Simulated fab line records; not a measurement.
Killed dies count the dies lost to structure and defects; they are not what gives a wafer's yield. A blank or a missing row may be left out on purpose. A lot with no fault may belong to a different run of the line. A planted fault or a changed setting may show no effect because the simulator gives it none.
fab line records	flow n5_finfet
[record] lots = 9	wafers = 26	last_day = 19
route steps=1938 shown BEOL_M3@966 BEOL_M4@1111
lots that met no fault: taken from a fault-free run of the same line
start_h: the number of hours between the record's first day and the start of the first shown wafer of the lot	wait_h: how many hours have passed since the lot's step before this one	" same as the row above	L1.1+2: a single row standing in for several wafers	- either no value or no given start	* or withheld: withheld	< > ~ a bound
route shown NAME@n: a module of which the file shows steps, and the number in the route of the first	usual: the fault-free wafers' mean and standard deviation	same: alike in all rows	chamber/n: place in a boat	sites: per-site readings	_std_site: the standard deviation of these	_edge_site: outer sites' mean less inner sites'	radius_mm: how far each site lies from the wafer's centre	mask NAME#n: copy n	behind: the tool/chamber that last shaped the wafer	hold: cause of the lot's hold/its duration in hours/its outcome	device: the n, p or np transistor that did not switch	end of line: the same wafers' tests at the end of the route	a step with no rows: only its recipe	killed: count of dies lost to structure and defects at first sort (not the wafer's yield)	map: the dies of a wafer, with x for killed, . for not killed, _ for no die there
set.NAME: the run value of the setting; set.NAME@STEP: its run value at that earlier step	model.NAME: the simulator's own value behind a step, which no gauge read
one table for each step of the route and one row for each wafer, over a sample of lots
services: when a tool's chamber went out of use (start_h, in hours from the record's first day, below 0 if earlier), for how many hours, and the reason
[[steps]]
[step N5_BEOL_M3_CD_MEAS_28]
[recipe] target_cd_nm = 25.7	landing_energy_ev = 500	detector = se_inlens	target_cd_y_nm = 23.3	polarity = opening
[usual] cd_nm = 25.74/0.23
lot.wafer	tool	chamber	start_h	wait_h	cd_nm
L852.4	cd_sem-01	0	177.80	-	25.55
L852.5	"	0	"	"	25.58
L852.6	"	0	"	"	25.46
L853.1	cd_sem-01	0	180.38	-	25.54
L853.2	"	0	"	"	25.77
L853.6	"	0	"	"	25.40
L854.3	cd_sem-02	0	185.47	-	25.73
L854.5	"	0	"	"	25.64
L854.6	"	0	"	"	25.72
L856.2	cd_sem-01	0	191.78	-	26.09
L856.5	"	0	"	"	25.80
L856.6	"	0	"	"	26.17
L857.2	cd_sem-03	0	192.19	-	26.11
L857.4	"	0	"	"	25.85
L857.5	"	0	"	"	25.98
L858.2	cd_sem-03	0	202.08	-	25.86
L858.5	"	0	"	"	25.53
L858.6	"	0	"	"	25.53
L862.2	cd_sem-03	0	242.89	-	25.67
L862.5	"	0	"	"	25.90
L862.6	"	0	"	"	25.90
L868.1	cd_sem-01	0	292.70	-	25.80
L868.5	"	0	"	"	25.72
L870.1	cd_sem-02	0	298.40	-	25.85
L870.4	"	0	"	"	26.03
L870.5	"	0	"	"	25.49
[step N5_BEOL_M3_STRIP_36]
[recipe] chemistry = N2/H2	power_w = 450	temp_c = 40	pressure_mtorr = 20	rf_frequency_hz = 6e+07	overash_fraction = 0.3	bias_power_w = 7	h2_frac = 0.5	n2_flow_sccm = 200	h2_flow_sccm = 200
[usual] drypump_motor_current_A = 5.3/0.41	h2_flow_sccm = 199.9/0.54	oes_product_au = 0.75/0.068	power_w = 449.8/1.4	rf_vpp_V = 59.4/1.5	showerhead_plenum_p_Torr = 2.60/0.063	throttle_valve_pct = 23.67/0.3
lot.wafer	tool	chamber	start_h	wait_h	drypump_motor_current_A	h2_flow_sccm	oes_product_au	power_w	rf_hours_counter_h	rf_vpp_V	showerhead_plenum_p_Torr	throttle_valve_pct
L852.4	rie_diel-01	3	189.01	0.0	4.6	199.9	0.73	448.6	173	59.6	2.64	23.36
L852.5	"	1	"	"	5.8	200.6	0.69	449.7	-	61.1	2.61	24.12
L852.6	"	2	"	"	5.0	200.4	0.75	448.4	-	59.3	2.54	23.67
L853.1	rie_diel-01	2	198.53	0.0	4.9	200.4	0.76	449.0	159	58.0	2.53	23.69
L853.2	"	0	"	"	5.5	199.4	0.73	448.1	151	62.4	2.65	23.50
L853.6	"	2	"	"	5.0	200.0	0.75	449.4	-	60.8	2.53	23.72
L854.3	rie_diel-02	2	201.88	0.0	4.8	199.2	0.82	448.8	80	60.4	2.68	24.38
L854.5	"	3	"	"	5.5	199.7	0.81	450.7	-	61.6	2.68	23.28
L854.6	"	2	"	"	4.8	199.2	0.83	449.6	-	60.8	2.68	24.42
L856.2	rie_diel-04	3	208.73	0.0	5.7	198.9	0.76	448.9	149	59.1	2.53	23.50
L856.5	"	1	"	"	6.1	200.8	0.67	450.1	-	58.0	2.40	23.53
L856.6	"	2	"	"	5.5	200.6	0.72	447.6	-	58.1	2.51	23.76
L857.2	rie_diel-02	0	208.87	0.0	5.0	199.4	0.69	448.4	206	60.9	2.63	23.78
L857.4	"	2	"	"	4.8	200.4	0.84	449.9	82	62.6	2.68	24.36
L857.5	"	0	"	"	5.1	200.5	0.68	449.2	-	58.3	2.63	23.74
L858.2	rie_diel-02	3	224.97	0.0	5.5	200.4	0.81	451.2	89	58.6	2.68	23.31
L858.5	"	3	"	"	5.5	200.3	0.81	449.7	-	58.7	2.68	23.33
L858.6	"	2	"	"	4.8	199.2	0.83	452.0	-	60.7	2.68	24.40
L862.2	rie_diel-02	0	247.85	0.0	5.1	199.6	0.67	450.2	217	60.4	2.62	23.76
L862.5	"	1	"	"	5.1	199.7	0.74	450.3	-	60.1	2.64	23.49
L862.6	"	2	"	"	4.8	199.6	0.81	448.3	-	59.4	2.67	24.38
L868.1	rie_diel-02	0	307.06	0.0	5.0	199.5	0.66	449.6	236	59.2	2.62	23.79
L868.5	"	0	"	"	5.0	200.4	0.66	449.3	-	57.9	2.61	23.81
L870.1	rie_diel-01	0	311.51	0.0	5.5	199.7	0.72	450.3	183	57.8	2.63	23.55
L870.4	"	1	"	"	5.8	199.8	0.93	450.8	11	61.0	2.60	23.87
L870.5	"	1	"	"	5.8	200.2	0.95	451.3	-	60.0	2.60	23.85
[step N5_BEOL_M3_TRENCH_ETCH_37]
[recipe] chemistry = C4F6/O2	target_depth_a = 555.55	target = SiOC	time_s = 29.2	ion_energy_ev = 250	pressure_mtorr = 30	source_w = 355	bias_w = 185	Ar_flow_sccm = 300	C4F6_flow_sccm = 10	O2_flow_sccm = 10
[usual] drypump_motor_current_A = 5.3/0.42	oes_product_au = 0.75/0.068	rf_vpp_V = 667/6	run_length_s = 52.5/0.42	showerhead_plenum_p_Torr = 2.91/0.066	throttle_valve_pct = 20.87/0.21
lot.wafer	tool	chamber	start_h	wait_h	drypump_motor_current_A	oes_product_au	rf_hours_counter_h	rf_vpp_V	run_length_s	showerhead_plenum_p_Torr	throttle_valve_pct
L852.4	rie_diel-01	3	189.05	-	4.7	0.72	173	666	52.8	2.95	20.72
L852.5	"	1	"	"	5.7	0.69	-	674	52.7	2.93	21.15
L852.6	"	2	"	"	5.0	0.75	-	656	52.3	2.84	20.96
L853.1	rie_diel-01	2	198.57	-	5.0	0.76	159	656	52.0	2.84	20.96
L853.2	"	0	"	"	5.5	0.75	151	670	51.9	2.95	20.63
L853.6	"	2	"	"	5.0	0.75	-	656	52.5	2.84	20.98
L854.3	rie_diel-02	2	201.92	-	4.8	0.84	80	666	52.4	3.00	21.31
L854.5	"	3	"	"	5.5	0.81	-	669	52.8	2.99	20.61
L854.6	"	2	"	"	4.8	0.84	-	666	52.5	3.00	21.32
L856.2	rie_diel-04	3	208.77	-	5.6	0.75	149	661	52.6	2.85	20.71
L856.5	"	1	"	"	6.1	0.67	-	660	53.1	2.70	20.92
L856.6	"	2	"	"	5.5	0.71	-	667	52.9	2.82	20.99
L857.2	rie_diel-02	0	208.91	-	5.0	0.68	206	671	52.0	2.93	20.96
L857.4	"	2	"	"	4.8	0.83	82	665	52.4	3.00	21.33
L857.5	"	0	"	"	5.1	0.68	-	674	52.0	2.93	20.97
L858.2	rie_diel-02	3	225.01	-	5.5	0.80	89	670	52.9	2.99	20.61
L858.5	"	3	"	"	5.5	0.81	-	669	53.2	2.99	20.61
L858.6	"	2	"	"	4.8	0.83	-	664	52.4	2.99	21.32
L862.2	rie_diel-02	0	247.89	-	5.0	0.68	217	672	52.0	2.92	20.98
L862.5	"	1	"	"	5.1	0.74	-	660	52.3	2.97	20.70
L862.6	"	2	"	"	4.8	0.82	-	665	52.3	2.99	21.32
L868.1	rie_diel-02	0	307.10	-	5.0	0.67	236	673	49.7	2.92	21.03
L868.5	"	0	"	"	5.0	0.67	-	674	49.9	2.92	21.01
L870.1	rie_diel-01	0	311.55	-	5.5	0.72	183	670	52.1	2.94	20.66
L870.4	"	1	"	"	5.8	0.94	11	672	52.7	2.91	20.84
L870.5	"	1	"	"	5.8	0.94	-	674	52.9	2.91	20.86
[step N5_BEOL_M3_OCD_MEAS_38]
[usual] trench_depth_nm = 55.0/0.79
lot.wafer	tool	chamber	start_h	wait_h	trench_depth_nm
L852.4	ocd-01	-	189.21	-	54.1
L852.5	"	-	"	"	53.6
L852.6	"	-	"	"	55.5
L853.1	ocd-01	-	198.72	-	55.8
L853.2	"	-	"	"	54.6
L853.6	"	-	"	"	54.6
L854.3	ocd-02	-	202.07	-	56.2
L854.5	"	-	"	"	55.6
L854.6	"	-	"	"	56.8
L856.2	ocd-02	-	208.92	-	55.6
L856.5	"	-	"	"	54.4
L856.6	"	-	"	"	54.4
L857.2	ocd-01	-	209.07	-	54.6
L857.4	"	-	"	"	56.0
L857.5	"	-	"	"	54.1
L858.2	ocd-02	-	225.17	-	54.8
L858.5	"	-	"	"	55.4
L858.6	"	-	"	"	55.9
L862.2	ocd-01	-	248.05	-	54.2
L862.5	"	-	"	"	55.3
L862.6	"	-	"	"	55.4
L868.1	ocd-01	-	307.25	-	50.8
L868.5	"	-	"	"	51.1
L870.1	ocd-02	-	311.70	-	55.4
L870.4	"	-	"	"	57.1
L870.5	"	-	"	"	56.4
[step N5_BEOL_M3_PRE_CLEAN_45]
[recipe] gas = H2/He	time_s = 30	temp_c = 250
[usual] heater_power_w = 313/38	susceptor_temp_C = 249.96/0.18
lot.wafer	tool	chamber	start_h	wait_h	heater_power_w	susceptor_temp_C
L852.4	pvd_sputter-02	-	190.12	0.0	284	250.24
L852.5	"	-	"	"	347	249.77
L852.6	"	-	"	"	311	249.79
L853.1	pvd_sputter-02	-	199.23	0.0	309	249.86
L853.2	"	-	"	"	352	250.15
L853.6	"	-	"	"	323	250.01
L854.3	pvd_sputter-03	-	202.46	0.0	278	249.94
L854.5	"	-	"	"	402	250.01
L854.6	"	-	"	"	282	249.86
L856.2	pvd_sputter-01	-	209.46	0.0	352	250.07
L856.5	"	-	"	"	308	250.29
L856.6	"	-	"	"	296	249.97
L857.2	pvd_sputter-03	-	209.62	0.0	316	249.93
L857.4	"	-	"	"	282	249.92
L857.5	"	-	"	"	253	249.92
L858.2	pvd_sputter-01	-	225.73	0.0	286	250.05
L858.5	"	-	"	"	353	249.64
L858.6	"	-	"	"	279	249.81
L862.2	pvd_sputter-01	-	248.45	0.0	295	249.90
L862.5	"	-	"	"	302	249.88
L862.6	"	-	"	"	295	250.02
L868.1	pvd_sputter-03	-	307.85	0.0	283	250.38
L868.5	"	-	"	"	311	249.75
L870.1	pvd_sputter-01	-	312.18	0.0	347	249.99
L870.4	"	-	"	"	279	249.87
L870.5	"	-	"	"	353	249.97
[step N5_BEOL_M4_RC_MEAS_101]
[usual] DIBL_N = 36.3/1.2	DIBL_P = 36.3/1.4	IOFF_N = 0.160/0.02	IOFF_P = 0.210/0.025	ION_N = 675/9.5	ION_P = 462/7	SS_N = 71.5/0.53	SS_P = 73.4/0.55	VT_N = 249.5/2.6	VT_P = -250.1/2.9
lot.wafer	tool	chamber	start_h	wait_h	DIBL_N[mV/V]	DIBL_P[mV/V]	IOFF_N[nA/um]	IOFF_P[nA/um]	ION_N[uA/um]	ION_P[uA/um]	SS_N[mV/dec]	SS_P[mV/dec]	VT_N[mV]	VT_P[mV]
L852.4	prober-01	0	210.98	0.5	35.4	37.2	0.147	0.184	676	449	71.5	72.9	252.4	-253.0
L852.5	"	0	"	"	35.3	36.7	0.145	0.182	670	456	71.5	73.2	252.5	-253.3
L852.6	"	0	"	"	35.5	36.8	0.142	0.176	670	454	72.1	73.9	255.6	-251.6
L853.1	prober-01	0	216.87	0.0	37.5	36.8	0.145	0.188	653	450	71.6	73.6	254.1	-254.0
L853.2	"	0	"	"	37.3	36.6	0.143	0.180	662	453	71.6	73.6	252.0	-252.6
L853.6	"	0	"	"	39.3	38.2	0.168	0.201	665	455	72.5	73.5	250.0	-252.0
L854.3	prober-02	0	218.33	0.3	36.7	37.4	0.178	0.258	679	466	71.6	74.1	245.1	-243.4
L854.5	"	0	"	"	36.0	36.1	0.155	0.236	667	460	71.6	73.8	250.2	-246.4
L854.6	"	0	"	"	35.7	35.6	0.147	0.217	668	460	71.5	73.6	247.7	-246.2
L856.2	prober-02	0	220.98	0.2	35.0	36.0	0.131	0.170	653	447	71.3	72.8	253.0	-252.7
L856.5	"	0	"	"	36.5	37.3	0.165	0.196	668	458	72.1	74.0	248.6	-252.3
L856.6	"	0	"	"	34.5	36.1	0.131	0.177	650	446	71.4	74.1	252.1	-253.2
L857.2	prober-02	0	224.25	0.2	35.1	36.0	0.153	0.219	669	472	71.1	73.1	248.4	-247.9
L857.4	"	0	"	"	35.5	35.5	0.151	0.206	672	463	71.0	73.2	249.5	-250.1
L857.5	"	0	"	"	36.0	37.3	0.173	0.240	684	472	70.8	73.6	247.6	-244.8
L858.2	prober-02	0	247.90	0.2	36.4	35.8	0.157	0.224	671	462	71.4	72.4	251.7	-247.5
L858.5	"	0	"	"	34.4	34.2	0.134	0.198	666	465	70.9	72.1	250.7	-250.9
L858.6	"	0	"	"	34.4	33.7	0.129	0.191	661	461	71.1	72.8	250.5	-251.9
L862.2	prober-01	0	290.49	0.2	37.2	37.4	0.169	0.239	684	459	72.5	73.6	247.4	-250.6
L862.5	"	0	"	"	37.8	37.3	0.180	0.244	679	466	72.3	73.9	245.2	-247.5
L862.6	"	0	"	"	37.4	37.1	0.168	0.236	679	470	71.8	72.7	250.2	-246.4
L868.1	prober-01	0	338.63	0.0	38.0	38.8	0.173	0.213	667	454	71.4	73.9	249.4	-251.8
L868.5	"	0	"	"	35.7	35.6	0.134	0.183	650	449	71.6	72.8	253.9	-253.9
L870.1	prober-01	0	344.62	0.0	36.0	36.6	0.165	0.215	682	462	71.3	73.0	247.6	-251.8
L870.4	"	0	"	"	35.2	35.6	0.144	0.190	674	462	70.7	73.1	250.9	-250.1
L870.5	"	0	"	"	35.2	35.0	0.141	0.183	679	466	71.6	73.3	252.5	-251.1
[[services]]
tool	chamber	start_h	hours	kind
rie_diel-04	1	180.16	11.0	repair
rie_diel-04	0	191.20	-	clean
rie_diel-04	0	191.20	-	consumable_replace:focus_ring
rie_diel-04	0	191.20	20.1	scheduled_down
rie_diel-04	0	191.20	20.1	vent_cycle
rie_diel-02	-	195.75	0.3	repair
rie_diel-02	3	210.60	4.7	repair
rie_diel-04	1	237.23	-	clean
rie_diel-04	1	237.23	-	consumable_replace:focus_ring
rie_diel-04	1	237.23	-	consumable_replace:showerhead
rie_diel-04	1	237.23	24.6	scheduled_down
rie_diel-04	1	237.23	24.6	vent_cycle
rie_diel-02	-	249.18	0.2	repair
rie_diel-01	1	251.59	-	clean
rie_diel-01	1	251.59	-	consumable_replace:focus_ring
rie_diel-01	1	251.59	17.7	scheduled_down
rie_diel-01	1	251.59	17.7	vent_cycle
rie_diel-01	1	291.76	3.0	repair
rie_diel-02	2	294.86	20.4	repair
[[key]]
[first_sign] step = N5_BEOL_M3_TRENCH_ETCH_37	reading = run_length_s	direction = down	sigmas = 6.4	usual = *	struck = *
[effect] step = N5_BEOL_M3_OCD_MEAS_38	reading = trench_depth_nm	direction = down	sigmas = 5.2	usual = 55.0	struck = 50.9
met_at N5_BEOL_M3_TRENCH_ETCH_37
struck_lots L868
struck_wafers L868.1,L868.5
not_acting_at N5_BEOL_M3_CD_MEAS_28,N5_BEOL_M3_STRIP_36,N5_BEOL_M3_PRE_CLEAN_45
onset_between 247.89 307.10
[fault] kind = process_parameter_drift	tool = rie_diel-02	chamber = -	onset_h = 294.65	steps = N5_BEOL_M3_TRENCH_ETCH_37	channel = time_s	offset = *	shape = step	end_h = 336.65	scope = struck_wafers_only	acts_in = *	stated = *
